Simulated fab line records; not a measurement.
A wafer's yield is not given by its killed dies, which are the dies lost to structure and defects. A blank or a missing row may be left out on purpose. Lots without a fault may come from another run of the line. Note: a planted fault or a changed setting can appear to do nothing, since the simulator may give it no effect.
What tool caused it? ; flow n5_finfet ; Sampling: 24 lots, 72 wafers, 5 of 1938 route steps

== WHAT THE GAUGES SHOWED, per wafer ==
N5_BEOL_M8_RS_MEAS_57: measures by four-point-probe. Usual: for M8_RS the level is 0.286 ohm/sq and the standard deviation is 0.0083.
lot;measured;on;M8_RS (ohm/sq);flag
L074;day 9 14:47;film_metro-02;0.291 0.301 0.291;
L076;day 10 06:35;film_metro-01;0.287 0.290 0.285;
L077;day 10 06:47;film_metro-02;0.293 0.283 0.275;
L075;day 10 17:57;film_metro-02;0.289 0.283 0.280;
L078;day 11 00:58;film_metro-01;0.280 0.281 0.284;
L080;day 11 21:11;film_metro-02;0.274 0.291 0.284;
L082;day 12 02:22;film_metro-02;0.288 0.283 0.286;
L079;day 12 02:55;film_metro-02;0.288 0.279 0.265;
L081;day 12 06:28;film_metro-02;0.289 0.280 0.278;
L083;day 12 09:38;film_metro-01;0.301 0.281 0.303;
L085;day 13 05:06;film_metro-01;0.288 0.296 0.288;
L084;day 13 08:17;film_metro-02;0.270 0.291 0.296;
L088;day 13 13:31;film_metro-01;0.294 0.281 0.283;
L087;day 13 16:57;film_metro-02;0.295 0.282 0.285;
L086;day 13 18:07;film_metro-02;0.288 0.285 0.287;
L089;day 13 18:55;film_metro-01;0.280 0.295 0.276;
L090;day 13 23:17;film_metro-02;0.282 0.284 0.295;
L091;day 14 05:47;film_metro-01;0.296 0.273 0.292;
L092;day 14 17:07;film_metro-02;0.285 0.293 0.284;
L093;day 15 07:00;film_metro-02;0.274 0.284 0.293;
L095;day 15 20:03;film_metro-01;0.295 0.292 0.284;
L094;day 16 00:24;film_metro-02;0.301 0.289 0.297;
L096;day 16 00:51;film_metro-02;0.286 0.285 0.266;
L097;day 16 18:44;film_metro-01;0.276 0.284 0.278;

N5_BEOL_M10_OVL_MEAS_12. Usual: for M10_OVL the level is 0.6 nm and the standard deviation is 0.82.
lot;measured;on;M10_OVL (nm);flag
L074;day 10 01:29;overlay-01;0.2 -0.3 -0.1;
L076;day 10 17:40;overlay-02;0.4 1.6 1.6;
L077;day 10 19:25;overlay-01;1.2 -0.8 -0.1;
L075;day 11 07:59;overlay-01;0.7 1.0 2.6;
L078;day 11 11:53;overlay-02;0.2 -0.7 0.3;
L080;day 12 10:50;overlay-02;-0.4 0.3 -0.6;
L082;day 12 15:13;overlay-02;0.6 0.3 1.1;
L079;day 12 15:26;overlay-01;0.5 0.0 0.6;
L081;day 12 17:48;overlay-02;-0.2 0.6 0.4;
L083;day 12 20:14;overlay-02;1.6 1.4 1.3;
L085;day 13 14:26;overlay-01;1.9 -0.3 1.0;
L084;day 13 18:01;overlay-01;1.4 2.0 2.2;
L088;day 13 22:57;overlay-02;1.4 0.4 0.3;
L087;day 14 00:08;overlay-01;0.2 1.7 0.9;
L086;day 14 03:48;overlay-01;-0.4 -0.5 -0.3;
L089;day 14 03:29;overlay-01;-0.3 0.7 0.9;
L090;day 14 12:24;overlay-01;-0.5 -0.3 0.8;
L091;day 14 16:16;overlay-02;1.7 0.5 1.6;
L092;day 15 03:43;overlay-02;2.4 0.9 1.0;
L093;day 15 18:23;overlay-01;0.7 1.2 0.4;
L095;day 16 07:20;overlay-01;-0.5 0.9 -0.5;
L094;day 16 09:27;overlay-01;0.0 -0.5 0.7;
L096;day 16 10:36;overlay-01;0.8 0.9 1.4;
L097;day 17 07:45;overlay-01;0.9 0.7 0.1;

== WHAT TOOL EACH LOT RAN ON (gives the tool, then ch and the chambers of the sampled wafers, and finally the start) ==
lot;N5_BEOL_M9_STRIP_19;N5_BEOL_M9_ETCH_41;N5_BEOL_M9_DEGAS_44
L074;rie_diel-03 ch 0,1,2, day 9 17:50;rie_diel-05 ch 2,3, day 9 19:46 or earlier;pvd_sputter-03, day 9 19:46
L076;rie_diel-03 ch 0,1,3, day 10 09:04;rie_diel-05 ch 0,1, day 10 10:50 or earlier;pvd_sputter-01, day 10 10:50
L077;rie_diel-05 ch 0,1,2, day 10 11:35;rie_diel-05 ch 0,1,3, day 10 13:50 or earlier;pvd_sputter-03, day 10 13:50
L075;rie_diel-03 ch 0,3, day 10 23:00;rie_diel-05 ch 0,2, day 11 00:33 or earlier;pvd_sputter-03, day 11 00:33
L078;rie_diel-05 ch 0,1,3, day 11 04:48;rie_diel-03 ch 1,2,3, day 11 08:04 or earlier;pvd_sputter-03, day 11 08:04
L080;rie_diel-04 ch 1,3, day 12 01:08;rie_diel-04 ch 0,2,3, day 12 06:01 or earlier;pvd_sputter-03, day 12 06:01
L082;rie_diel-03 ch 0,1, day 12 06:39;rie_diel-05 ch 1,2, day 12 11:11 or earlier;pvd_sputter-01, day 12 11:11
L079;rie_diel-05 ch 0,2, day 12 06:54;rie_diel-04 ch 0,1,2, day 12 10:46 or earlier;pvd_sputter-01, day 12 10:46
L081;rie_diel-05 ch 0,1, day 12 10:43;rie_diel-03 ch 0,1,2, day 12 14:18 or earlier;pvd_sputter-02, day 12 14:18
L083;rie_diel-04 ch 0,2,3, day 12 12:19;rie_diel-04 ch 1,3, day 12 15:53 or earlier;pvd_sputter-03, day 12 15:53
L085;rie_diel-05 ch 2,3, day 13 07:22;rie_diel-03 ch 1,2,3, day 13 11:32 or earlier;pvd_sputter-02, day 13 11:32
L084;rie_diel-03 ch 0,1,3, day 13 10:51;rie_diel-05 ch 1,2, day 13 14:19 or earlier;pvd_sputter-01, day 13 14:19
L088;rie_diel-05 ch 1,2,3, day 13 15:37;rie_diel-03 ch 0,1,3, day 13 18:58 or earlier;pvd_sputter-02, day 13 18:58
L087;rie_diel-04 ch 0,2,3, day 13 18:48;rie_diel-04 ch 1,3, day 13 20:47 or earlier;pvd_sputter-02, day 13 20:47
L086;rie_diel-03 ch 2,3, day 13 20:27;rie_diel-05 ch 0,1,2, day 13 22:50 or earlier;pvd_sputter-01, day 13 22:50
L089;rie_diel-05 ch 1,2, day 13 20:38;rie_diel-04 ch 1,2, day 13 22:32 or earlier;pvd_sputter-01, day 13 22:32
L090;rie_diel-05 ch 0,3, day 14 04:20;rie_diel-05 ch 0,1,2, day 14 07:51 or earlier;pvd_sputter-03, day 14 07:51
L091;rie_diel-03 ch 0,1, day 14 08:45;rie_diel-04 ch 1,2,3, day 14 12:30 or earlier;pvd_sputter-03, day 14 12:30
L092;rie_diel-03 ch 2,3, day 14 19:25;rie_diel-05 ch 0,2,3, day 14 21:57 or earlier;pvd_sputter-03, day 14 21:57
L093;rie_diel-04 ch 0,2,3, day 15 09:15;rie_diel-03 ch 1,2,3, day 15 13:58 or earlier;pvd_sputter-03, day 15 13:58
L095;rie_diel-04 ch 0,1, day 15 23:23;rie_diel-03 ch 0,1, day 16 02:38 or earlier;pvd_sputter-02, day 16 02:38
L094;rie_diel-05 ch 1,2,3, day 16 03:17;rie_diel-03 ch 0,3, day 16 05:44 or earlier;pvd_sputter-03, day 16 05:44
L096;rie_diel-03 ch 1,2, day 16 03:32;rie_diel-04 ch 0,3, day 16 06:10 or earlier;pvd_sputter-03, day 16 06:10
L097;rie_diel-05 ch 0,2, day 16 23:10;rie_diel-04 ch 0,1, day 17 02:05 or earlier;pvd_sputter-03, day 17 02:05
- N5_BEOL_M9_STRIP_19: strips in O2.
- N5_BEOL_M9_ETCH_41: etches SiCN in CH3F/O2, target depth 36.6 nm, time 70.1 s.
- N5_BEOL_M9_DEGAS_44: time 60 s.

== WHAT THE TOOLS THEMSELVES READ (means of the sampled wafers that have a number; where no wafer has one, the mark that the record gives instead) ==
N5_BEOL_M9_STRIP_19. Usual: drypump_motor_current_A 5.6 A, standard deviation 0.53; oes_product_au 0.79 a.u., standard deviation 0.082; rf_vpp_V 3.6 V, standard deviation 0.6; showerhead_plenum_p_Torr 2.11 Torr, standard deviation 0.081; throttle_valve_pct 16.77 %, standard deviation 0.21.
lot;tool;drypump_motor_current_A (A);oes_product_au (a.u.);rf_vpp_V (V);showerhead_plenum_p_Torr (Torr);throttle_valve_pct (%);flag
L074;rie_diel-03;5.7;0.72;3.6;2.09;16.94;
L076;rie_diel-03;5.7;0.81;3.4;2.06;16.94;
L077;rie_diel-05;5.5;0.86;3.3;2.23;16.77;
L075;rie_diel-03;5.4;0.81;3.6;2.03;16.98;
L078;rie_diel-05;5.8;0.84;3.9;2.17;16.68;
L080;rie_diel-04;4.9;0.73;3.8;2.14;16.88;
L082;rie_diel-03;5.6;0.71;3.4;2.06;17.01;
L079;rie_diel-05;5.5;0.84;3.8;2.23;16.73;
L081;rie_diel-05;5.7;0.81;3.4;2.22;16.83;
L083;rie_diel-04;5.1;0.71;3.5;2.08;16.69;
L085;rie_diel-05;5.4;0.87;3.5;2.16;16.68;
L084;rie_diel-03;5.7;0.77;3.3;2.05;16.98;
L088;rie_diel-05;5.6;0.84;3.8;2.16;16.72;
L087;rie_diel-04;5.1;0.71;3.4;2.07;16.70;
L086;rie_diel-03;6.3;0.90;3.8;2.08;16.70;
L089;rie_diel-05;5.2;0.85;3.4;2.22;16.81;
L090;rie_diel-05;6.0;0.82;4.2;2.11;16.56;
L091;rie_diel-03;5.6;0.70;3.5;2.06;17.04;
L092;rie_diel-03;6.2;0.89;3.3;2.08;16.70;
L093;rie_diel-04;5.1;0.70;3.4;2.07;16.72;
L095;rie_diel-04;5.2;0.70;4.1;2.10;16.71;
L094;rie_diel-05;5.6;0.82;3.6;2.16;16.75;
L096;rie_diel-03;6.1;0.74;3.5;2.10;16.82;
L097;rie_diel-05;5.3;0.82;3.6;2.22;16.80;

N5_BEOL_M9_ETCH_41. Usual: CH3F_flow_sccm 29.99 sccm, standard deviation 0.085; drypump_motor_current_A 5.5 A, standard deviation 0.51; oes_product_au 0.78 a.u., standard deviation 0.086; rf_vpp_V 297.8 V, standard deviation 1.9; showerhead_plenum_p_Torr 2.02 Torr, standard deviation 0.077; throttle_valve_pct 16.39 %, standard deviation 0.25.
lot;tool;CH3F_flow_sccm (sccm);drypump_motor_current_A (A);oes_product_au (a.u.);rf_vpp_V (V);showerhead_plenum_p_Torr (Torr);throttle_valve_pct (%);flag
L074;rie_diel-05;30.02;5.8;0.88;297.8;2.01;16.09;
L076;rie_diel-05;29.95;5.7;0.82;299.2;2.11;16.30;
L077;rie_diel-05;30.11;5.8;0.83;297.8;2.06;16.22;
L075;rie_diel-05;30.10;5.3;0.88;300.3;2.11;16.30;
L078;rie_diel-03;29.98;6.2;0.87;297.4;2.01;16.32;
L080;rie_diel-04;29.92;5.1;0.71;297.3;1.98;16.35;
L082;rie_diel-05;30.00;5.4;0.84;299.6;2.12;16.46;
L079;rie_diel-04;29.98;5.1;0.71;296.8;1.99;16.44;
L081;rie_diel-03;29.95;5.7;0.80;297.0;1.98;16.38;
L083;rie_diel-04;30.00;4.9;0.72;299.5;2.07;16.68;
L085;rie_diel-03;29.95;6.2;0.83;297.3;2.00;16.35;
L084;rie_diel-05;29.98;5.4;0.83;299.5;2.11;16.47;
L088;rie_diel-03;29.96;5.7;0.77;296.0;1.95;16.60;
L087;rie_diel-04;29.93;4.9;0.71;299.2;2.06;16.60;
L086;rie_diel-05;29.93;5.5;0.82;299.4;2.11;16.39;
L089;rie_diel-04;30.07;5.0;0.70;295.3;1.95;16.53;
L090;rie_diel-05;30.05;5.5;0.82;299.2;2.10;16.39;
L091;rie_diel-04;29.89;5.0;0.70;296.9;2.01;16.58;
L092;rie_diel-05;29.92;5.6;0.83;299.4;2.05;16.23;
L093;rie_diel-03;29.99;6.2;0.81;296.3;1.99;16.38;
L095;rie_diel-03;29.97;5.3;0.70;295.7;1.92;16.68;
L094;rie_diel-03;29.97;5.4;0.77;296.4;1.92;16.68;
L096;rie_diel-04;30.03;5.0;0.71;298.0;2.03;16.42;
L097;rie_diel-04;29.94;5.1;0.69;298.4;2.03;16.63;

N5_BEOL_M9_DEGAS_44. Usual: heater_power_w 323 W, standard deviation 31; susceptor_temp_C 250.01 C, standard deviation 0.18.
lot;tool;heater_power_w (W);susceptor_temp_C (C);flag
L074;pvd_sputter-03;303;250.06;
L076;pvd_sputter-01;340;249.93;
L077;pvd_sputter-03;310;250.05;
L075;pvd_sputter-03;309;249.92;
L078;pvd_sputter-03;315;249.96;
L080;pvd_sputter-03;307;249.95;
L082;pvd_sputter-01;363;250.05;
L079;pvd_sputter-01;341;249.87;
L081;pvd_sputter-02;317;250.08;
L083;pvd_sputter-03;310;249.98;
L085;pvd_sputter-02;304;249.90;
L084;pvd_sputter-01;346;249.93;
L088;pvd_sputter-02;343;249.85;
L087;pvd_sputter-02;343;250.21;
L086;pvd_sputter-01;364;250.05;
L089;pvd_sputter-01;346;249.97;
L090;pvd_sputter-03;310;250.01;
L091;pvd_sputter-03;296;249.95;
L092;pvd_sputter-03;308;250.14;
L093;pvd_sputter-03;308;249.93;
L095;pvd_sputter-02;291;249.88;
L094;pvd_sputter-03;309;250.33;
L096;pvd_sputter-03;297;249.97;
L097;pvd_sputter-03;313;249.88;

== THE ANSWER, worked out from the rows above alone ==
Rule: a lot is off if the mean of its wafers that have a number lies more than 3 standard deviations from the usual mean. Also off: a lot with no number at a reading for which 4 or more lots have one. All remaining lots with rows at the step are treated as sound. Order of review: gauges by route order, followed by the tools' own readings, for which a lot's mean as printed above is used. The first step at which some lot is off is used, and at that step the reading that is off furthest; a lot without a number counts as furthest.
No lot is off on any of the readings shown, so nothing can be concluded from this.

== WHAT THE SIMULATOR HAD INSERTED ==
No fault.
